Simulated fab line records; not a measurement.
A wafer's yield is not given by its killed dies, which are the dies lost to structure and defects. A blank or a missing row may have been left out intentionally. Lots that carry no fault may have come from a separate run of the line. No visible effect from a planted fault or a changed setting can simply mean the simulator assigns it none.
fab line records	flow nandHarc
record lots=5	wafers=15	lastDay=23
route steps=1159 shown A_ZERO_WELL@400 A_SOURCE_PLATE@413 A_ONON_D1@424
lots untouched by any fault: they come from a run of this same line in which no faults occurred
startH: hours from the record's opening day to when the first of the lot's shown wafers began	waitH: time in hours since the lot's previous step	" the same as in the row above	L1.1+2: several wafers, shown together as one row	- no value present, or no start provided	* or withheld: withheld	< > ~ a bound
route shown NAME@n: a module of which the file shows steps, and the number in the route of the first	usual: mean and standard deviation over wafers with no fault	same: alike in all rows	chamber/n: place in a boat	sites: readings site by site	_std_site: standard deviation across them	_edge_site: mean of outer sites minus mean of inner sites	radiusMm: how far each site lies from the wafer's centre	mask NAME#n: copy n	behind: the tool/chamber that last shaped the wafer	hold: why the lot was held/for how many hours/how that ended	device: the transistor (n, p or np) that didn't switch	end of line: the tests these same wafers got at the end of their route	a step given without rows: its recipe and nothing more	killed: count of dies lost to structure and defects at first sort (not the wafer's yield)	map: dies across one wafer; x = killed, . = not, _ = none there
set.NAME: the run value of the setting; set.NAME@STEP: its run value at that earlier step	model.NAME: the simulator's own value behind a step, which no gauge read
lots at some steps of the route; a table a step, a row a wafer
services: the hour from which a tool's chamber was out of use, counted from the record's first day as startH (under 0 if before that day), plus the number of hours and why
## steps
# step NHARC_A_ZERO_WELL_DEVELOP_09
# recipe timeS=50	devTempC=22
# usual developerTempC=21.97/0.1	exhaustPa=45.2/0.93
lot.wafer	tool	chamber	startH	waitH	developerTempC	exhaustPa
L079.2	lithoTrack-03	0	-	-	22.08	45.0
L079.4	"	0	"	"	21.82	46.2
L079.6	"	0	"	"	21.88	45.7
L080.1	lithoTrack-03	0	-	-	21.97	44.2
L080.2	"	0	"	"	21.98	45.0
L080.3	"	0	"	"	22.09	44.9
L087.1	lithoTrack-02	0	-	-	21.76	43.6
L087.3	"	0	"	"	21.90	45.6
L087.6	"	0	"	"	21.89	45.1
L088.1	lithoTrack-05	0	-	-	21.87	42.8
L088.2	"	0	"	"	22.00	44.7
L088.4	"	0	"	"	21.92	44.0
L091.1	lithoTrack-03	0	-	-	21.92	45.3
L091.2	"	0	"	"	22.03	45.1
L091.3	"	0	"	"	22.02	44.8
# step NHARC_A_ZERO_WELL_CD_MEAS_10
# recipe targetCdNm=2000	landingEnergyEv=500
# usual cdNm=2000.5/1.8
lot.wafer	tool	chamber	startH	waitH	cdNm
L079.2	cdSem-01	0	161.47	-	2003.9
L079.4	"	0	"	"	2000.7
L079.6	"	0	"	"	2000.6
L080.1	cdSem-02	0	168.64	-	1998.2
L080.2	"	0	"	"	2000.8
L080.3	"	0	"	"	1998.6
L087.1	cdSem-02	0	210.80	-	2000.6
L087.3	"	0	"	"	2001.0
L087.6	"	0	"	"	2000.8
L088.1	cdSem-03	0	218.57	-	2003.3
L088.2	"	0	"	"	2004.0
L088.4	"	0	"	"	2002.4
L091.1	cdSem-02	0	241.00	-	2000.7
L091.2	"	0	"	"	1999.4
L091.3	"	0	"	"	2000.2
# step NHARC_A_ZERO_WELL_HARDBAKE_11
# recipe tempC=118	timeS=65
# usual exhaustPa=45.1/0.85
lot.wafer	tool	chamber	startH	waitH	exhaustPa
L079.2	lithoTrack-02	0	161.55	-	45.5
L079.4	"	0	"	"	44.3
L079.6	"	0	"	"	45.5
L080.1	lithoTrack-05	0	168.72	-	45.2
L080.2	"	0	"	"	43.6
L080.3	"	0	"	"	46.2
L087.1	lithoTrack-02	0	210.88	-	45.5
L087.3	"	0	"	"	44.9
L087.6	"	0	"	"	44.4
L088.1	lithoTrack-05	0	218.64	-	46.5
L088.2	"	0	"	"	45.6
L088.4	"	0	"	"	44.0
L091.1	lithoTrack-02	0	241.08	-	45.2
L091.2	"	0	"	"	44.7
L091.3	"	0	"	"	44.8
# step NHARC_A_ZERO_WELL_DESCUM_12
# recipe timeS=3	o2FlowSccm=200	arFlowSccm=0	biasPowerW=0	chemistry=O2
# usual drypumpMotorCurrentA=5.9/0.46	o2FlowSccm=200.0/0.54	oesProductAu=0.997/0.0093	rfVppV=57.9/0.82	showerheadPlenumPTorr=1.92/0.06	throttleValvePct=11.311/0.0087
lot.wafer	tool	chamber	startH	waitH	drypumpMotorCurrentA	o2FlowSccm	oesProductAu	rfHoursCounterH	rfVppV	showerheadPlenumPTorr	throttleValvePct
L079.2	rieDiel-02	1	161.63	-	5.8	200.1	0.989	0	57.6	1.85	11.310
L079.4	"	0	"	"	5.8	199.8	0.987	0	57.3	1.83	11.308
L079.6	"	1	"	"	5.8	200.6	0.982	-	57.5	1.85	11.314
L080.2	rieDiel-11	0	168.80	-	6.0	200.1	1.005	11	58.0	1.98	11.306
L080.1	"	1	"	"	6.1	200.4	0.984	11	56.8	1.94	11.323
L080.3	"	2	"	"	6.6	199.9	1.008	10	58.2	1.91	11.307
L087.1	rieDiel-11	1	210.95	-	6.1	200.0	0.995	1	59.2	1.93	11.303
L087.3	"	0	"	"	6.0	199.8	0.994	1	57.6	1.97	11.324
L087.6	"	2	"	"	6.5	200.1	1.007	-	58.1	1.91	11.314
L088.1	rieDiel-11	2	218.72	-	6.5	199.0	0.992	1	58.2	1.91	11.317
L088.4	"	3	"	"	5.8	200.4	0.988	1	58.3	1.97	11.325
L088.2	"	1	"	"	6.1	199.5	0.992	1	57.8	1.93	11.298
L091.3	rieDiel-02	1	241.16	-	5.9	199.4	0.982	7	56.7	1.85	11.315
L091.2	"	2	"	"	5.6	200.4	0.993	8	58.0	1.99	11.307
L091.1	"	0	"	"	5.8	199.8	1.001	8	55.6	1.82	11.320
# step NHARC_A_ZERO_WELL_ETCH_19
# recipe targetDepthA=800	overetchA=240	timeS=87.88	ionEnergyEv=200	n2FlowSccm=150	h2FlowSccm=150	arFlowSccm=0	rfW=400	biasW=150	chemistry=N2/H2
# usual drypumpMotorCurrentA=5.9/0.47	h2FlowSccm=150.1/0.43	oesProductAu=1.000/0.011	rfVppV=430.8/2	showerheadPlenumPTorr=2.05/0.066	throttleValvePct=14.171/0.0083
lot.wafer	tool	chamber	startH	waitH	drypumpMotorCurrentA	h2FlowSccm	oesProductAu	rfHoursCounterH	rfVppV	showerheadPlenumPTorr	throttleValvePct
L079.4	rieDiel-02	2	161.72	0.1	5.6	150.0	0.998	0	433.0	2.12	14.171
L079.2	"	3	"	"	6.6	149.3	0.995	0	429.3	1.97	14.165
L079.6	"	2	"	"	5.6	150.3	0.999	-	433.0	2.12	14.161
L080.1	rieDiel-11	1	168.89	0.1	6.1	150.4	0.992	11	430.1	2.06	14.180
L080.3	"	2	"	"	6.6	149.6	1.015	10	430.2	2.03	14.160
L080.2	"	0	"	"	6.0	150.4	1.011	11	432.3	2.11	14.170
L087.3	rieDiel-11	3	211.05	0.1	5.8	149.9	1.003	1	432.7	2.10	14.175
L087.1	"	0	"	"	6.0	150.9	1.014	1	433.3	2.11	14.181
L087.6	"	2	"	"	6.5	150.9	1.018	-	429.5	2.03	14.168
L088.1	rieDiel-11	2	218.81	0.1	6.6	150.0	1.006	1	431.3	2.03	14.156
L088.4	"	3	"	"	5.8	150.0	1.006	1	430.6	2.10	14.184
L088.2	"	0	"	"	6.0	149.9	1.009	2	432.2	2.11	14.173
L091.3	rieDiel-02	3	241.24	0.1	6.7	150.2	1.002	7	427.9	1.97	14.163
L091.2	"	1	"	"	5.9	150.5	0.998	7	429.3	1.97	14.174
L091.1	"	2	"	"	5.6	149.9	1.009	8	433.5	2.12	14.180
# step NHARC_A_ZERO_WELL_ETCH_13
# recipe targetDepthA=1200	timeS=40.1	hbrFlowSccm=150	cl2FlowSccm=50	rfW=400	icpW=400	biasW=100	chemistry=HBr/Cl2
# usual drypumpMotorCurrentA=5.8/0.4	oesProductAu=0.998/0.0089	throttleValvePct=26.407/0.0096
lot.wafer	tool	chamber	startH	waitH	drypumpMotorCurrentA	oesProductAu	rfHoursCounterH	throttleValvePct
L079.2	rieSi-01	3	161.85	-	5.2	0.993	0.3	26.408
L079.6	"	1	"	"	6.1	1.009	-	26.431
L079.4	"	3	"	"	5.2	0.997	-	26.419
L080.2	rieSi-02	0	169.00	-	5.9	1.008	0.9	26.407
L080.3	"	1	"	"	6.4	0.997	1.0	26.416
L080.1	"	3	"	"	5.8	0.988	1.0	26.409
L087.1	rieSi-03	0	211.16	-	6.3	0.994	0.3	26.413
L087.3	"	1	"	"	5.3	0.996	0.3	26.393
L087.6	"	1	"	"	5.3	0.994	-	26.401
L088.1	rieSi-03	2	218.92	-	5.2	0.974	0.5	26.398
L088.4	"	0	"	"	6.3	0.999	0.4	26.413
L088.2	"	1	"	"	5.3	0.995	0.4	26.405
L091.2	rieSi-02	3	241.37	-	5.8	0.997	0.1	26.402
L091.1	"	1	"	"	6.4	0.997	0.1	26.402
L091.3	"	2	"	"	6.1	0.999	0.0	26.403
# step NHARC_A_ZERO_WELL_STRIP_14
# recipe timeS=900	tempC=130	chemistry=SPM
lot.wafer	tool	chamber	startH	waitH
L079.6+4+2	wetBench-02	4,5,6	162.02	-
L080.3+2+1	wetBench-02	7,0,3	169.16	-
L087.6+3+1	wetBench-02	2,3,4	211.33	-
L088.2+4+1	wetBench-02	0,1,4	219.08	-
L091.3+2+1	wetBench-01	6,7,0	241.53	-
# step NHARC_A_ZERO_WELL_IMPLANT_15
# recipe energyKev=150	doseCm2=1e+13	tiltDeg=7
lot.wafer	tool	chamber	startH	waitH
L079.2+4+6	implanter-02	0	162.45	0.1
L080.1+2+3	implanter-02	0	169.56	0.1
L087.1+3+6	implanter-01	0	211.71	0.1
L088.1+2+4	implanter-01	0	219.48	0.1
L091.1+2+3	implanter-01	0	241.92	0.1
# step NHARC_A_ZERO_WELL_PRECLEAN_22
# recipe timeS=60	tempC=50	bathAgeMin=0	chemistry=SC1
lot.wafer	tool	chamber	startH	waitH
L079.6+4+2	wetBench-01	7,0,2	162.64	0.0
L080.3+1+2	wetBench-06	1,2,3	169.78	0.1
L087.3+1+6	wetBench-02	3,4,7	211.93	0.1
L088.4+2+1	wetBench-06	7,1,2	219.69	0.1
L091.1+2+3	wetBench-06	1,2,4	242.14	0.2
# step NHARC_A_ZERO_WELL_SRD_23
lot.wafer	tool	chamber	startH	waitH
L079.6+4+2	wetBench-01	7,0,2	-	-
L080.3+1+2	wetBench-06	1,2,3	-	-
L087.3+1+6	wetBench-02	3,4,7	-	-
L088.4+2+1	wetBench-06	7,1,2	-	-
L091.1+2+3	wetBench-06	1,2,4	-	-
# step NHARC_A_ZERO_WELL_RTA_16
# recipe tempC=1000	timeS=10
# usual lampPowerPct=31.9/1.3	lamp_zone_2_pct=31.9/1.3	wafer_temp_C_max=1006.4/1.5
lot.wafer	tool	chamber	startH	waitH	lampPowerPct	lamp_zone_2_pct	wafer_temp_C_max
L079.2	rtpAnneal-01	0	162.80	-	33.0	33.0	1007.4
L079.4	"	0	"	"	33.0	33.0	1005.2
L079.6	"	0	"	"	33.0	33.1	1009.5
L080.1	rtpAnneal-01	0	169.90	-	33.1	33.0	1007.6
L080.2	"	0	"	"	33.0	33.0	1008.5
L080.3	"	0	"	"	33.1	33.0	1007.4
L087.1	rtpAnneal-02	0	212.28	-	30.4	30.5	1004.7
L087.3	"	0	"	"	30.5	30.5	1006.1
L087.6	"	0	"	"	30.4	30.5	1006.5
L088.1	rtpAnneal-02	0	219.83	-	30.4	30.4	1005.1
L088.2	"	0	"	"	30.5	30.5	1005.7
L088.4	"	0	"	"	30.4	30.4	1005.4
L091.1	rtpAnneal-01	0	242.27	-	33.1	33.0	1006.2
L091.2	"	0	"	"	33.0	33.1	1007.7
L091.3	"	0	"	"	33.1	33.1	1006.9
# step NHARC_A_ZERO_WELL_INSPECT_17
# usual rawDefectCount=10/5.3
lot.wafer	tool	chamber	startH	waitH	rawDefectCount
L079.2	defectInspect-01	-	162.96	0.1	23
L079.4	"	-	"	"	12
L079.6	"	-	"	"	14
L080.1	defectInspect-02	-	170.10	0.2	9
L080.2	"	-	"	"	12
L080.3	"	-	"	"	6
L087.1	defectInspect-02	-	212.48	0.2	5
L087.3	"	-	"	"	6
L087.6	"	-	"	"	9
L088.1	defectInspect-01	-	220.02	0.2	7
L088.2	"	-	"	"	8
L088.4	"	-	"	"	10
L091.1	defectInspect-02	-	242.47	0.2	8
L091.2	"	-	"	"	2
L091.3	"	-	"	"	5
# step NHARC_A_SOURCE_PLATE_PRECLEAN_00
# recipe timeS=60	chemistry=HF-LAST
lot.wafer	tool	chamber	startH	waitH
L079.2+6+4	wetBench-05	1,2,3	163.03	0.1
L080.1+3+2	wetBench-09	1,2,3	170.16	0.1
L087.6+3+1	wetBench-03	2,3,6	212.53	0.0
L088.2+1+4	wetBench-09	3,5,6	220.07	0.0
L091.3+1+2	wetBench-09	7,0,2	242.53	0.1
# step NHARC_A_SOURCE_PLATE_SRD_01
lot.wafer	tool	chamber	startH	waitH
L079.2+6+4	wetBench-05	1,2,3	-	-
L080.1+3+2	wetBench-09	1,2,3	-	-
L087.6+3+1	wetBench-03	2,3,6	-	-
L088.2+1+4	wetBench-09	3,5,6	-	-
L091.3+1+2	wetBench-09	7,0,2	-	-
# step NHARC_A_SOURCE_PLATE_OXIDE_02
# recipe targetThkA=100	tempC=900	oxTimeS=1362	material=SiO2
lot.wafer	tool	chamber	startH	waitH
L079.2+4+6	furnace-08	0	165.84	-
L080.1+2+3	furnace-08	0	173.08	-
L087.1+3+6	furnace-07	0	218.54	-
L088.1+2+4	furnace-07	0	223.38	-
L091.1+2+3	furnace-07	0	249.43	-
# step NHARC_A_SOURCE_PLATE_THK_MEAS_09
# recipe thkMeasGauge=ellipsometry
# usual thkNm=9.8/0.98
lot.wafer	tool	chamber	startH	waitH	thkNm
L079.2	filmMetro-01	-	169.86	0.4	8.9
L079.4	"	-	"	"	12.0
L079.6	"	-	"	"	11.7
L080.1	filmMetro-01	-	177.19	0.4	9.5
L080.2	"	-	"	"	10.4
L080.3	"	-	"	"	9.8
L087.1	filmMetro-02	-	222.60	0.4	8.8
L087.3	"	-	"	"	7.9
L087.6	"	-	"	"	11.6
L088.1	filmMetro-02	-	227.45	0.4	11.0
L088.2	"	-	"	"	10.9
L088.4	"	-	"	"	9.1
L091.1	filmMetro-01	-	253.45	0.4	8.4
L091.2	"	-	"	"	8.1
L091.3	"	-	"	"	10.7
# step NHARC_A_SOURCE_PLATE_PVD_04
# recipe targetThkA=500	material=WSi2
lot.wafer	tool	chamber	startH	waitH
L079.2+4+6	pvdSputter-02	-	169.93	0.1
L080.3+2+1	pvdSputter-01	-	177.25	0.1
L087.3+1+6	pvdSputter-03	-	222.66	0.1
L088.4+2+1	pvdSputter-03	-	227.51	0.1
L091.3+1+2	pvdSputter-02	-	253.51	0.1
# step NHARC_A_SOURCE_PLATE_CVD_03
# recipe targetThkA=2000	tempC=620	pressureMtorr=200	timeS=4000	material=poly-Si
lot.wafer	tool	chamber	startH	waitH
L079.2+4+6	lpcvdPoly-02	0	172.42	-
L080.1+2+3	lpcvdPoly-04	0	179.94	-
L087.1+3+6	lpcvdPoly-02	0	225.16	-
L088.1+2+4	lpcvdPoly-02	0	230.02	-
L091.1+2+3	lpcvdPoly-01	0	256.05	-
# step NHARC_A_SOURCE_PLATE_ANNEAL_05
# recipe tempC=850	timeS=1800
lot.wafer	tool	chamber	startH	waitH
L079.2+4+6	furnace-07	0	179.06	3.5
L080.1+2+3	furnace-07	0	186.52	3.5
L087.1+3+6	furnace-08	0	232.31	4.1
L088.1+2+4	furnace-08	0	236.32	3.2
L091.1+2+3	furnace-08	0	265.71	6.6
# step NHARC_A_SOURCE_PLATE_THK_MEAS_06
# recipe thkMeasGauge=ellipsometry
# usual thkNm=200.1/2.2
lot.wafer	tool	chamber	startH	waitH	thkNm
L079.2	filmMetro-01	-	182.98	0.4	198.1
L079.4	"	-	"	"	199.6
L079.6	"	-	"	"	200.9
L080.1	filmMetro-02	-	190.43	0.4	201.1
L080.2	"	-	"	"	200.5
L080.3	"	-	"	"	202.8
L087.1	filmMetro-01	-	236.29	0.4	200.3
L087.3	"	-	"	"	200.9
L087.6	"	-	"	"	200.1
L088.1	filmMetro-01	-	240.32	0.4	196.7
L088.2	"	-	"	"	198.9
L088.4	"	-	"	"	200.7
L091.1	filmMetro-02	-	269.67	0.4	198.1
L091.2	"	-	"	"	200.2
L091.3	"	-	"	"	199.0
# step NHARC_A_SOURCE_PLATE_INSPECT_08
# usual rawDefectCount=65/28
lot.wafer	tool	chamber	startH	waitH	rawDefectCount
L079.2	defectInspect-02	-	183.06	0.0	42
L079.4	"	-	"	"	47
L079.6	"	-	"	"	57
L080.1	defectInspect-01	-	190.49	0.0	68
L080.2	"	-	"	"	91
L080.3	"	-	"	"	98
L087.1	defectInspect-01	-	236.35	0.0	66
L087.3	"	-	"	"	67
L087.6	"	-	"	"	68
L088.1	defectInspect-02	-	240.39	0.0	49
L088.2	"	-	"	"	52
L088.4	"	-	"	"	113
L091.1	defectInspect-02	-	269.73	0.0	85
L091.2	"	-	"	"	65
L091.3	"	-	"	"	54
# step NHARC_A_ONON_D1_DEP_00
# recipe targetThkA=10000	n2FlowSccm=2750	n2oFlowSccm=2000	nh3FlowSccm=500	sih4FlowSccm=210	tempC=400
lot.wafer	tool	chamber	startH	waitH
L079.2+4+6	pecvdOnon-02	0	183.37	0.3
L080.1+2+3	pecvdOnon-03	0	190.56	0.1
L087.1+3+6	pecvdOnon-02	0	236.42	0.1
L088.1+2+4	pecvdOnon-03	0	240.45	0.1
L091.1+2+3	pecvdOnon-03	0	269.80	0.1
# step NHARC_A_ONON_D1_THK_MEAS_02
# recipe thkMeasGauge=ellipsometry
# usual thkNm=999/9.2
lot.wafer	tool	chamber	startH	waitH	thkNm
L079.2	filmMetro-01	-	183.83	-	997
L079.4	"	-	"	"	998
L079.6	"	-	"	"	997
L080.1	filmMetro-01	-	191.07	-	995
L080.2	"	-	"	"	995
L080.3	"	-	"	"	994
L087.1	filmMetro-02	-	236.96	-	995
L087.3	"	-	"	"	997
L087.6	"	-	"	"	997
L088.1	filmMetro-01	-	240.96	-	1012
L088.2	"	-	"	"	1011
L088.4	"	-	"	"	1011
L091.1	filmMetro-02	-	270.30	-	994
L091.2	"	-	"	"	993
L091.3	"	-	"	"	993
# step NHARC_A_ONON_D1_DEP_03
# recipe targetThkA=10000	n2FlowSccm=2750	n2oFlowSccm=2000	nh3FlowSccm=500	sih4FlowSccm=210	tempC=400
lot.wafer	tool	chamber	startH	waitH
L079.2+4+6	pecvdOnon-02	0	183.94	0.1
L080.1+2+3	pecvdOnon-04	0	191.12	0.1
L087.1+3+6	pecvdOnon-02	0	237.01	0.1
L088.1+2+4	pecvdOnon-02	0	241.02	0.1
L091.1+2+3	pecvdOnon-02	0	270.36	0.1
# step NHARC_A_ONON_D1_THK_MEAS_05
# recipe thkMeasGauge=ellipsometry
# usual thkNm=1000/9.8
lot.wafer	tool	chamber	startH	waitH	thkNm
L079.2	filmMetro-02	-	184.40	-	1006
L079.4	"	-	"	"	1007
L079.6	"	-	"	"	1006
L080.1	filmMetro-02	-	191.63	-	998
L080.2	"	-	"	"	997
L080.3	"	-	"	"	1000
L087.1	filmMetro-02	-	237.53	-	998
L087.3	"	-	"	"	999
L087.6	"	-	"	"	999
L088.1	filmMetro-02	-	241.53	-	997
L088.2	"	-	"	"	997
L088.4	"	-	"	"	996
L091.1	filmMetro-01	-	270.87	-	995
L091.2	"	-	"	"	996
L091.3	"	-	"	"	995
# step NHARC_A_ONON_D1_DEP_06
# recipe targetThkA=10000	n2FlowSccm=2750	n2oFlowSccm=2000	nh3FlowSccm=500	sih4FlowSccm=210	tempC=400
lot.wafer	tool	chamber	startH	waitH
L079.2+4+6	pecvdOnon-03	0	184.52	0.1
L080.1+2+3	pecvdOnon-02	0	191.69	0.1
L087.1+3+6	pecvdOnon-02	0	237.59	0.1
L088.1+2+4	pecvdOnon-03	0	241.58	0.1
L091.1+2+3	pecvdOnon-04	0	270.93	0.1
# step NHARC_A_ONON_D1_THK_MEAS_08
# recipe thkMeasGauge=ellipsometry
# usual thkNm=1002/10
lot.wafer	tool	chamber	startH	waitH	thkNm
L079.2	filmMetro-02	-	184.98	-	1008
L079.4	"	-	"	"	1009
L079.6	"	-	"	"	1008
L080.1	filmMetro-02	-	192.22	-	998
L080.2	"	-	"	"	997
L080.3	"	-	"	"	996
L087.1	filmMetro-01	-	238.10	-	1003
L087.3	"	-	"	"	1004
L087.6	"	-	"	"	1002
L088.1	filmMetro-01	-	242.10	-	1001
L088.2	"	-	"	"	1004
L088.4	"	-	"	"	1002
L091.1	filmMetro-01	-	271.44	-	1016
L091.2	"	-	"	"	1016
L091.3	"	-	"	"	1017
# step NHARC_A_ONON_D1_DEP_09
# recipe targetThkA=10000	n2FlowSccm=2750	n2oFlowSccm=2000	nh3FlowSccm=500	sih4FlowSccm=210	tempC=400
lot.wafer	tool	chamber	startH	waitH
L079.2+4+6	pecvdOnon-04	0	185.09	0.1
L080.1+2+3	pecvdOnon-02	0	192.28	0.1
L087.1+3+6	pecvdOnon-02	0	238.15	0.1
L088.1+2+4	pecvdOnon-02	0	242.15	0.1
L091.1+2+3	pecvdOnon-03	0	271.49	0.1
# step NHARC_A_ONON_D1_THK_MEAS_11
# recipe thkMeasGauge=ellipsometry
# usual thkNm=998/13
lot.wafer	tool	chamber	startH	waitH	thkNm
L079.2	filmMetro-02	-	185.54	-	1002
L079.4	"	-	"	"	1002
L079.6	"	-	"	"	1003
L080.1	filmMetro-02	-	192.79	-	982
L080.2	"	-	"	"	983
L080.3	"	-	"	"	986
L087.1	filmMetro-01	-	238.67	-	988
L087.3	"	-	"	"	989
L087.6	"	-	"	"	988
L088.1	filmMetro-01	-	242.66	-	984
L088.2	"	-	"	"	985
L088.4	"	-	"	"	981
L091.1	filmMetro-02	-	272.00	-	993
L091.2	"	-	"	"	991
L091.3	"	-	"	"	992
# step NHARC_A_ONON_D1_DEP_12
# recipe targetThkA=10000	n2FlowSccm=2750	n2oFlowSccm=2000	nh3FlowSccm=500	sih4FlowSccm=210	tempC=400
lot.wafer	tool	chamber	startH	waitH
L079.2+4+6	pecvdOnon-02	0	185.66	0.1
L080.1+2+3	pecvdOnon-04	0	192.85	0.1
L087.1+3+6	pecvdOnon-02	0	238.72	0.1
L088.1+2+4	pecvdOnon-03	0	242.72	0.1
L091.1+2+3	pecvdOnon-02	0	272.06	0.1
# step NHARC_A_ONON_D1_THK_MEAS_14
# recipe thkMeasGauge=ellipsometry
# usual thkNm=999/12
lot.wafer	tool	chamber	startH	waitH	thkNm
L079.2	filmMetro-01	-	186.11	-	998
L079.4	"	-	"	"	999
L079.6	"	-	"	"	997
L080.1	filmMetro-02	-	193.36	-	992
L080.2	"	-	"	"	991
L080.3	"	-	"	"	991
L087.1	filmMetro-02	-	239.23	-	974
L087.3	"	-	"	"	973
L087.6	"	-	"	"	973
L088.1	filmMetro-02	-	243.24	-	996
L088.2	"	-	"	"	997
L088.4	"	-	"	"	995
L091.1	filmMetro-01	-	272.57	-	1018
L091.2	"	-	"	"	1015
L091.3	"	-	"	"	1016
# step NHARC_A_ONON_D1_ANNEAL_15
# recipe tempC=750	timeS=3600
lot.wafer	tool	chamber	startH	waitH
L079.2+4+6	furnace-04	0	188.71	2.6
L080.1+2+3	furnace-04	0	196.07	2.7
L087.1+3+6	furnace-04	0	241.92	2.7
L088.1+2+4	furnace-04	0	245.95	2.7
L091.1+2+3	furnace-04	0	276.54	4.0
# step NHARC_A_ONON_D1_DEP_16
# recipe targetThkA=10000	n2FlowSccm=2750	n2oFlowSccm=2000	nh3FlowSccm=500	sih4FlowSccm=210	tempC=400
lot.wafer	tool	chamber	startH	waitH
L079.2+4+6	pecvdOnon-02	0	192.69	0.1
L080.1+2+3	pecvdOnon-03	0	199.98	0.1
L087.1+3+6	pecvdOnon-03	0	245.77	0.1
L088.1+2+4	pecvdOnon-02	0	249.81	0.1
L091.1+2+3	pecvdOnon-03	0	280.74	0.4
# step NHARC_A_ONON_D1_THK_MEAS_18
# recipe thkMeasGauge=ellipsometry
# usual thkNm=1001/8.7
lot.wafer	tool	chamber	startH	waitH	thkNm
L079.2	filmMetro-02	-	193.15	-	1001
L079.4	"	-	"	"	1003
L079.6	"	-	"	"	1001
L080.1	filmMetro-02	-	200.49	-	993
L080.2	"	-	"	"	991
L080.3	"	-	"	"	991
L087.1	filmMetro-02	-	246.28	-	1021
L087.3	"	-	"	"	1020
L087.6	"	-	"	"	1021
L088.1	filmMetro-01	-	250.31	-	996
L088.2	"	-	"	"	995
L088.4	"	-	"	"	996
L091.1	filmMetro-01	-	281.24	-	1001
L091.2	"	-	"	"	1004
L091.3	"	-	"	"	1002
# step NHARC_A_ONON_D1_DEP_19
# recipe targetThkA=10000	n2FlowSccm=2750	n2oFlowSccm=2000	nh3FlowSccm=500	sih4FlowSccm=210	tempC=400
lot.wafer	tool	chamber	startH	waitH
L079.2+4+6	pecvdOnon-04	0	193.26	0.1
L080.1+2+3	pecvdOnon-04	0	200.55	0.1
L087.1+3+6	pecvdOnon-03	0	246.34	0.1
L088.1+2+4	pecvdOnon-02	0	250.37	0.1
L091.1+2+3	pecvdOnon-04	0	281.31	0.1
# step NHARC_A_ONON_D1_THK_MEAS_21
# recipe thkMeasGauge=ellipsometry
# usual thkNm=1003/9.5
lot.wafer	tool	chamber	startH	waitH	thkNm
L079.2	filmMetro-01	-	193.72	-	997
L079.4	"	-	"	"	998
L079.6	"	-	"	"	998
L080.1	filmMetro-01	-	201.05	-	1003
L080.2	"	-	"	"	1006
L080.3	"	-	"	"	1003
L087.1	filmMetro-01	-	246.85	-	1014
L087.3	"	-	"	"	1014
L087.6	"	-	"	"	1015
L088.1	filmMetro-02	-	250.88	-	1011
L088.2	"	-	"	"	1010
L088.4	"	-	"	"	1010
L091.1	filmMetro-01	-	281.83	-	1005
L091.2	"	-	"	"	1005
L091.3	"	-	"	"	1003
# step NHARC_A_ONON_D1_DEP_22
# recipe targetThkA=10000	n2FlowSccm=2750	n2oFlowSccm=2000	nh3FlowSccm=500	sih4FlowSccm=210	tempC=400
lot.wafer	tool	chamber	startH	waitH
L079.2+4+6	pecvdOnon-02	0	193.83	0.1
L080.1+2+3	pecvdOnon-02	0	201.11	0.1
L087.1+3+6	pecvdOnon-03	0	246.90	0.1
L088.1+2+4	pecvdOnon-02	0	250.93	0.1
L091.1+2+3	pecvdOnon-02	0	281.89	0.1
# step NHARC_A_ONON_D1_THK_MEAS_24
# recipe thkMeasGauge=ellipsometry
# usual thkNm=1001/11
lot.wafer	tool	chamber	startH	waitH	thkNm
L079.2	filmMetro-02	-	194.28	-	1001
L079.4	"	-	"	"	1001
L079.6	"	-	"	"	999
L080.1	filmMetro-02	-	201.62	-	1009
L080.2	"	-	"	"	1009
L080.3	"	-	"	"	1007
L087.1	filmMetro-01	-	247.44	-	1010
L087.3	"	-	"	"	1008
L087.6	"	-	"	"	1008
L088.1	filmMetro-02	-	251.44	-	978
L088.2	"	-	"	"	980
L088.4	"	-	"	"	980
L091.1	filmMetro-02	-	282.40	-	994
L091.2	"	-	"	"	994
L091.3	"	-	"	"	993
# step NHARC_A_ONON_D1_DEP_25
# recipe targetThkA=10000	n2FlowSccm=2750	n2oFlowSccm=2000	nh3FlowSccm=500	sih4FlowSccm=210	tempC=400
lot.wafer	tool	chamber	startH	waitH
L079.2+4+6	pecvdOnon-03	0	194.39	0.1
L080.1+2+3	pecvdOnon-03	0	201.68	0.1
L087.1+3+6	pecvdOnon-03	0	247.50	0.1
L088.1+2+4	pecvdOnon-02	0	251.50	0.1
L091.1+2+3	pecvdOnon-03	0	282.48	0.1
# step NHARC_A_ONON_D1_THK_MEAS_27
# recipe thkMeasGauge=ellipsometry
# usual thkNm=999/13
lot.wafer	tool	chamber	startH	waitH	thkNm
L079.2	filmMetro-01	-	194.87	-	1002
L079.4	"	-	"	"	1001
L079.6	"	-	"	"	1000
L080.1	filmMetro-01	-	202.19	-	998
L080.2	"	-	"	"	998
L080.3	"	-	"	"	999
L087.1	filmMetro-01	-	248.03	-	1017
L087.3	"	-	"	"	1020
L087.6	"	-	"	"	1018
L088.1	filmMetro-01	-	252.01	-	1019
L088.2	"	-	"	"	1018
L088.4	"	-	"	"	1020
L091.1	filmMetro-02	-	282.99	-	1010
L091.2	"	-	"	"	1008
L091.3	"	-	"	"	1009
# step NHARC_A_ONON_D1_DEP_28
# recipe targetThkA=10000	n2FlowSccm=2750	n2oFlowSccm=2000	nh3FlowSccm=500	sih4FlowSccm=210	tempC=400
lot.wafer	tool	chamber	startH	waitH
L079.2+4+6	pecvdOnon-04	0	194.98	0.1
L080.1+2+3	pecvdOnon-04	0	202.25	0.1
L087.1+3+6	pecvdOnon-03	0	248.09	0.1
L088.1+2+4	pecvdOnon-02	0	252.07	0.1
L091.1+2+3	pecvdOnon-02	0	283.05	0.1
## services
tool	chamber	startH	hours	kind
implanter-02	-	138.62	0.9	repair
wetBench-03	-	146.40	8.0	pm
rieDiel-02	-	151.25	9.0	pm
pecvdOnon-03	-	153.00	13.0	pm
rieSi-03	2	153.23	2.6	repair
rieSi-03	-	155.00	9.0	pm
lithoTrack-02	-	165.01	7.0	pm
pvdSputter-03	-	169.42	2.5	repair
rieDiel-11	2	177.87	12.9	repair
rieDiel-02	3	178.99	12.4	repair
wetBench-02	-	180.00	8.0	pm
pvdSputter-02	-	181.17	4.7	repair
rieDiel-02	1	191.46	7.5	repair
rieDiel-11	-	193.55	9.0	pm
wetBench-05	-	196.86	8.0	pm
rieSi-02	-	211.02	9.0	pm
lithoTrack-03	-	213.00	7.0	pm
wetBench-01	-	213.60	8.0	pm
pvdSputter-02	-	214.00	10.0	pm
pecvdOnon-04	-	220.87	1.0	repair
rieSi-02	2	230.50	5.7	repair
lithoTrack-05	-	237.00	7.0	pm
pecvdOnon-04	-	237.00	13.0	pm
implanter-01	-	266.00	13.0	pm
## key
fault none
